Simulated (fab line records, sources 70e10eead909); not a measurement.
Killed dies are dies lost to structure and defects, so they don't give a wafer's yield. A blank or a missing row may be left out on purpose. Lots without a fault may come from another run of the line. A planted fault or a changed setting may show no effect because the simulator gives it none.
fab line records | flow nand_harc
record lots=12 wafers=36 last_day=33
route steps=1302 shown A_STAIRCASE@870 A_SGD_CUT@898
lots that met no fault: from a run of the same line without faults
start_h: hours from the record's first day to the start of the lot's first wafer shown | wait_h: hours since the lot's step before | " the same as in the row above | L1.1+2: a row that stands for several wafers | - no value, or no start given | * or withheld: withheld | < > ~ a bound
route shown NAME@n: a module of which the file shows steps, and the number in the route of the first | usual: mean/standard deviation of fault-free wafers | same: alike in all rows | chamber/n: place in a boat | sites: the reading at each site | _std_site: their standard deviation | _edge_site: outer sites' mean less inner sites' | radius_mm: how far each site lies from the wafer's centre | mask NAME#n: copy n | behind: the tool/chamber that last shaped the wafer | hold: why the lot was held/for how many hours/how that ended | device: the transistor (n, p or np) that didn't switch | end of line: the same wafers' tests at the end of the route | a step without rows: its recipe alone | killed: dies lost to structure and defects at the first sort, not the wafer's yield | map: a wafer's dies, x killed, . not, _ none there
set.NAME: the setting as run; set.NAME@STEP: as run at that earlier step | model.NAME: the simulator's own value behind a step, which no gauge read
steps of the route over a sample of lots; a table a step, a row a wafer
services: from which hour (start_h, from the record's first day; less than 0 if before it) a tool's chamber was out of use, for how many hours, and why
## steps
# step NHARC_A_STAIRCASE_ETCH_444
# recipe target_depth_a=2.04e+05 time_s=6800 c4f8_flow_sccm=20 o2_flow_sccm=10 ar_flow_sccm=withheld rf_w=600 bias_w=1000 chemistry=C4F8/O2
# usual oes_product_au=0.932/0.016 rf_vpp_V=803.3/2.4
# columns lot.wafer tool chamber start_h wait_h oes_product_au rf_hours_counter_h rf_vpp_V
L375.3 rie_diel-08 3 440.38 0.6 0.948 17 801.4
L375.2 " 1 " " 0.933 24 805.6
L375.5 " 2 " " 0.938 - 806.4
L374.2 rie_diel-04 3 440.46 1.0 0.920 21 802.0
L374.1 " 0 " " 0.931 24 807.7
L374.5 " 2 " " 0.931 - 801.6
L376.3 rie_diel-11 3 448.82 0.5 0.976 3 803.0
L376.5 " 2 450.23 1.9 0.962 - 801.1
L376.6 " 3 " " 0.973 - 804.8
L380.4 rie_diel-08 0 500.41 0.1 0.932 42 805.8
L380.2 " 1 " " 0.925 44 804.5
L380.6 " 0 502.32 2.0 0.941 - 807.2
L382.1 rie_diel-11 0 500.91 0.1 0.930 21 806.6
L382.3 " 3 502.18 1.4 0.920 25 802.9
L382.6 " 0 " " 0.920 - 806.0
L384.2 rie_diel-04 2 531.47 0.7 0.940 45 800.9
L384.5 " 2 533.36 2.6 0.929 - 800.0
L384.6 " 3 " " 0.922 - 801.2
L387.4 rie_diel-11 2 546.38 1.0 0.921 45 800.2
L387.6 " 0 " " 0.922 - 805.9
L387.5 " 1 " " 0.922 - 803.8
L389.1 rie_diel-08 3 583.22 0.2 0.933 8 798.8
L389.2 " 0 " " 0.953 8 806.6
L389.3 " 1 " " 0.923 8 803.3
L390.1 rie_diel-11 3 583.39 0.6 0.919 52 803.1
L390.4 " 1 " " 0.914 48 802.4
L390.5 " 2 " " 0.920 - 800.9
L388.2 rie_diel-08 0 587.15 4.0 0.938 12 805.6
L388.5 " 2 " " 0.929 - 804.2
L388.6 " 3 " " 0.931 - 799.6
L393.2 rie_diel-11 2 623.94 0.7 0.989 3 800.7
L393.1 " 3 " " 0.970 3 802.8
L393.5 " 2 625.84 2.6 0.974 - 801.4
L397.3 rie_diel-04 2 652.78 0.1 0.922 39 800.6
L397.1 " 1 654.20 1.5 0.938 35 804.9
L397.6 " 2 " " 0.926 - 799.5
# step NHARC_A_STAIRCASE_STRIP_475
# recipe time_s=20 o2_flow_sccm=500 ar_flow_sccm=0 bias_w=0 chemistry=O2
# usual drypump_motor_current_A=6.0/0.49 oes_product_au=1.001/0.0088 rf_vpp_V=57.5/0.84 showerhead_plenum_p_Torr=3.42/0.074 throttle_valve_pct=17.037/0.0094
# columns lot.wafer tool chamber start_h wait_h drypump_motor_current_A oes_product_au rf_hours_counter_h rf_vpp_V showerhead_plenum_p_Torr throttle_valve_pct
L374.1 rie_diel-04 1 - - 5.9 0.992 26 58.6 3.49 17.032
L374.2 " 0 " " 6.5 1.002 25 57.9 3.53 17.045
L374.5 " 2 " " 6.6 0.995 - 56.6 3.36 17.021
L375.3 rie_diel-11 2 - - 6.4 0.986 2 57.7 3.37 17.031
L375.2 " 3 " " 5.9 0.998 2 58.9 3.43 17.044
L375.5 " 2 " " 6.4 0.997 - 58.3 3.37 17.039
L376.3 rie_diel-04 2 - - 6.6 1.016 26 57.7 3.35 17.025
L376.5 " 2 " " 6.7 1.013 - 57.6 3.35 17.031
L376.6 " 3 " " 5.6 1.003 - 55.0 3.34 17.043
L380.2 rie_diel-04 0 - - 6.5 1.005 42 55.8 3.52 17.013
L380.4 " 2 " " 6.7 1.001 40 57.8 3.35 17.050
L380.6 " 0 " " 6.5 1.001 - 57.6 3.52 17.054
L382.3 rie_diel-08 0 - - 5.3 1.006 47 58.2 3.50 17.046
L382.1 " 2 " " 5.9 1.000 46 57.0 3.47 17.047
L382.6 " 0 " " 5.3 1.008 - 56.8 3.50 17.037
L384.2 rie_diel-08 1 - - 4.8 0.992 62 56.4 3.45 17.035
L384.6 " 0 " " 5.3 0.995 - 58.5 3.50 17.042
L384.5 " 1 " " 4.8 1.000 - 57.8 3.45 17.048
L387.4 rie_diel-04 0 - - 6.5 0.996 3 58.0 3.52 17.028
L387.5 " 3 " " 5.6 1.002 - 57.5 3.33 17.013
L387.6 " 0 " " 6.5 1.008 - 58.5 3.52 17.037
L390.4 rie_diel-04 0 - - 6.5 0.994 14 58.0 3.51 17.026
L390.1 " 1 " " 5.9 0.997 14 57.5 3.47 17.029
L390.5 " 0 " " 6.5 0.999 - 57.8 3.51 17.025
L389.2 rie_diel-04 0 - - 6.5 1.000 14 58.2 3.51 17.036
L389.3 " 1 " " 5.8 1.009 15 56.3 3.47 17.033
L389.1 " 2 " " 6.7 0.980 16 56.8 3.33 17.046
L388.2 rie_diel-11 3 - - 5.9 1.000 57 57.2 3.40 17.027
L388.5 " 0 " " 5.5 1.009 - 58.0 3.51 17.039
L388.6 " 1 " " 5.9 0.995 - 57.9 3.43 17.035
L393.1 rie_diel-11 1 - - 5.8 1.008 7 57.9 3.42 17.041
L393.2 " 2 " " 6.4 1.015 6 57.0 3.34 17.037
L393.5 " 1 " " 5.8 0.996 - 58.2 3.42 17.034
L397.3 rie_diel-11 2 - - 6.4 1.009 15 58.4 3.33 17.032
L397.1 " 0 " " 5.5 0.995 11 57.1 3.50 17.031
L397.6 " 1 " " 5.8 1.005 - 57.2 3.42 17.038
# step NHARC_A_STAIRCASE_INSPECT_155
# usual raw_defect_count=420/120
# columns lot.wafer tool chamber start_h wait_h raw_defect_count
L374.1 defect_inspect-02 - 446.59 0.1 322
L374.2 " - " " 438
L374.5 " - " " 470
L375.2 defect_inspect-01 - 446.87 0.1 561
L375.3 " - " " 684
L375.5 " - " " 656
L376.3 defect_inspect-01 - 455.34 0.1 540
L376.5 " - " " 491
L376.6 " - " " 455
L380.2 defect_inspect-02 - 507.50 0.1 264
L380.4 " - " " 333
L380.6 " - " " 388
L382.1 defect_inspect-02 - 508.89 0.1 432
L382.3 " - " " 879
L382.6 " - " " 582
L384.2 defect_inspect-02 - 538.85 0.1 439
L384.5 " - " " 349
L384.6 " - " " 296
L387.4 defect_inspect-02 - 552.48 0.1 999
L387.5 " - " " 722
L387.6 " - " " 568
L390.1 defect_inspect-02 - 589.96 0.1 340
L390.4 " - " " 261
L390.5 " - " " 237
L389.1 defect_inspect-02 - 590.27 0.1 311
L389.2 " - " " 371
L389.3 " - " " 525
L388.2 defect_inspect-01 - 593.16 0.1 380
L388.5 " - " " 256
L388.6 " - " " 354
L393.1 defect_inspect-02 - 631.32 0.1 500
L393.2 " - " " 566
L393.5 " - " " 643
L397.1 defect_inspect-02 - 659.85 0.1 499
L397.3 " - " " 426
L397.6 " - " " 329
# step NHARC_A_SGD_CUT_EXPOSE_06
# recipe na=1.35 dose_mj=85.59 mask_id=SGD
# usual exposure_dose_mJ_cm2=85.57/0.083 focus_offset_nm=0.0/0.51
# columns lot.wafer tool chamber start_h wait_h mask exposure_dose_mJ_cm2 focus_offset_nm
L374.1 arfi_scanner-02 0 447.32 - SGD#0 85.54 -0.7
L374.2 " 0 " " SGD#0 85.46 -0.5
L374.5 " 0 " " SGD#0 85.56 -0.4
L375.2 arfi_scanner-01 0 447.53 - SGD#0 85.64 0.4
L375.3 " 0 " " SGD#0 85.58 -1.6
L375.5 " 0 " " SGD#0 85.63 -0.8
L376.3 arfi_scanner-03 0 456.00 - SGD#0 85.44 -0.2
L376.5 " 0 " " SGD#0 85.63 0.2
L376.6 " 0 " " SGD#0 85.61 0.0
L380.2 arfi_scanner-01 0 508.16 - SGD#0 85.51 -0.5
L380.4 " 0 " " SGD#0 85.65 0.9
L380.6 " 0 " " SGD#0 85.51 0.2
L382.1 arfi_scanner-01 0 509.53 - SGD#0 85.58 -0.6
L382.3 " 0 " " SGD#0 85.59 -0.1
L382.6 " 0 " " SGD#0 85.44 -0.1
L384.2 arfi_scanner-03 0 539.50 - SGD#0 85.47 0.4
L384.5 " 0 " " SGD#0 85.57 0.5
L384.6 " 0 " " SGD#0 85.68 1.8
L387.4 arfi_scanner-03 0 553.04 - SGD#0 85.62 0.3
L387.5 " 0 " " SGD#0 85.58 0.5
L387.6 " 0 " " SGD#0 85.57 -0.2
L390.1 arfi_scanner-03 0 590.48 - SGD#0 48.76 0.5
L390.4 " 0 " " SGD#0 48.48 -0.3
L390.5 " 0 " " SGD#0 48.72 -0.1
L389.1 arfi_scanner-01 0 590.92 - SGD#0 85.68 -0.1
L389.2 " 0 " " SGD#0 85.57 -0.1
L389.3 " 0 " " SGD#0 85.56 -0.1
L388.2 arfi_scanner-03 0 593.81 - SGD#0 55.99 0.6
L388.5 " 0 " " SGD#0 56.05 0.6
L388.6 " 0 " " SGD#0 56.01 1.0
L393.1 arfi_scanner-02 0 631.84 - SGD#0 85.66 0.4
L393.2 " 0 " " SGD#0 85.47 -0.1
L393.5 " 0 " " SGD#0 85.55 0.6
L397.1 arfi_scanner-02 0 660.37 - SGD#0 85.71 -0.2
L397.3 " 0 " " SGD#0 85.74 0.6
L397.6 " 0 " " SGD#0 85.70 -0.4
# step NHARC_A_SGD_CUT_CD_MEAS_09
# recipe target_cd_nm=100 landing_energy_ev=500
# usual cd_nm=100.0/0.47
# columns lot.wafer tool chamber start_h wait_h cd_nm
L374.1 cd_sem-03 0 447.46 - 100.3
L374.2 " 0 " " 100.1
L374.5 " 0 " " 100.4
L375.2 cd_sem-02 0 447.66 - 99.1
L375.3 " 0 " " 100.3
L375.5 " 0 " " 99.2
L376.3 cd_sem-01 0 456.13 - 99.8
L376.5 " 0 " " 99.4
L376.6 " 0 " " 99.7
L380.2 cd_sem-03 0 508.30 - 100.8
L380.4 " 0 " " 100.0
L380.6 " 0 " " 100.5
L382.1 cd_sem-02 0 509.67 - 100.1
L382.3 " 0 " " 100.3
L382.6 " 0 " " 100.5
L384.2 cd_sem-02 0 539.64 - 99.7
L384.5 " 0 " " 99.7
L384.6 " 0 " " 99.8
L387.4 cd_sem-03 0 553.17 - 100.1
L387.5 " 0 " " 99.6
L387.6 " 0 " " 100.0
L390.1 cd_sem-02 0 590.62 - 70.2
L390.4 " 0 " " 69.6
L390.5 " 0 " " 69.7
L389.1 cd_sem-01 0 591.06 - 100.4
L389.2 " 0 " " 99.8
L389.3 " 0 " " 99.8
L388.2 cd_sem-01 0 593.95 - 76.1
L388.5 " 0 " " 76.2
L388.6 " 0 " " 76.4
L393.1 cd_sem-02 0 631.98 - 100.2
L393.2 " 0 " " 100.4
L393.5 " 0 " " 99.8
L397.1 cd_sem-02 0 660.51 - 100.8
L397.3 " 0 " " 100.8
L397.6 " 0 " " 100.2
## services
# columns tool chamber start_h hours kind
rie_diel-11 1 420.84 8.0 repair
arfi_scanner-01 - 424.00 4.0 pm
rie_diel-11 - 432.52 9.0 pm
arfi_scanner-03 - 439.98 4.8 repair
arfi_scanner-02 - 456.22 2.1 repair
arfi_scanner-01 - 460.16 1.0 repair
arfi_scanner-02 - 484.00 4.0 pm
arfi_scanner-03 - 493.70 0.4 repair
rie_diel-11 1 496.97 9.3 repair
rie_diel-04 0 529.96 2.8 repair
rie_diel-04 - 534.62 9.0 pm
arfi_scanner-03 - 540.00 4.0 pm
rie_diel-08 - 545.68 9.0 pm
arfi_scanner-01 - 550.30 4.5 repair
arfi_scanner-03 - 575.18 2.8 repair
rie_diel-04 1 589.77 1.6 repair
arfi_scanner-01 - 596.00 4.0 pm
rie_diel-11 - 609.52 9.0 pm
arfi_scanner-01 - 611.50 5.8 repair
rie_diel-11 0 620.33 3.0 repair
rie_diel-08 2 641.14 14.9 repair
arfi_scanner-01 - 650.48 0.8 repair
rie_diel-11 3 653.03 5.0 repair
rie_diel-11 0 654.31 4.5 repair
## key
first_sign step=NHARC_A_SGD_CUT_EXPOSE_06 reading=exposure_dose_mJ_cm2 direction=down sigmas=99+ usual=85.57 struck=52.34
effect step=NHARC_A_SGD_CUT_CD_MEAS_09 reading=cd_nm direction=down sigmas=57 usual=100.0 struck=73.0 through=control_loop
met_at NHARC_A_SGD_CUT_EXPOSE_06
struck_lots L388,L390
tester_left_out L388,L390
loop_trim step=NHARC_A_SGD_CUT_EXPOSE_06 setting=dose lots=L388
not_acting_at NHARC_A_STAIRCASE_ETCH_444,NHARC_A_STAIRCASE_STRIP_475,NHARC_A_STAIRCASE_INSPECT_155
onset_between 553.04 590.48
fault kind=process_parameter_drift tool=arfi_scanner-03 chamber=- onset_h=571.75 steps=NHARC_A_SGD_CUT_EXPOSE_06 channel=dose_mj offset=-36.915 shape=step acts_in=these_recipes_only stated=85.59
# tester_left_out: of these lots the tester's yield and bins aren't shown, on N5 and GAA mostly nor the transistor test; their killed dies are dies lost to structure and defects alone, not to doping, threshold or leakage, so they don't give the yield
# loop_trim: a control loop set the setting to another value than it would have without faults
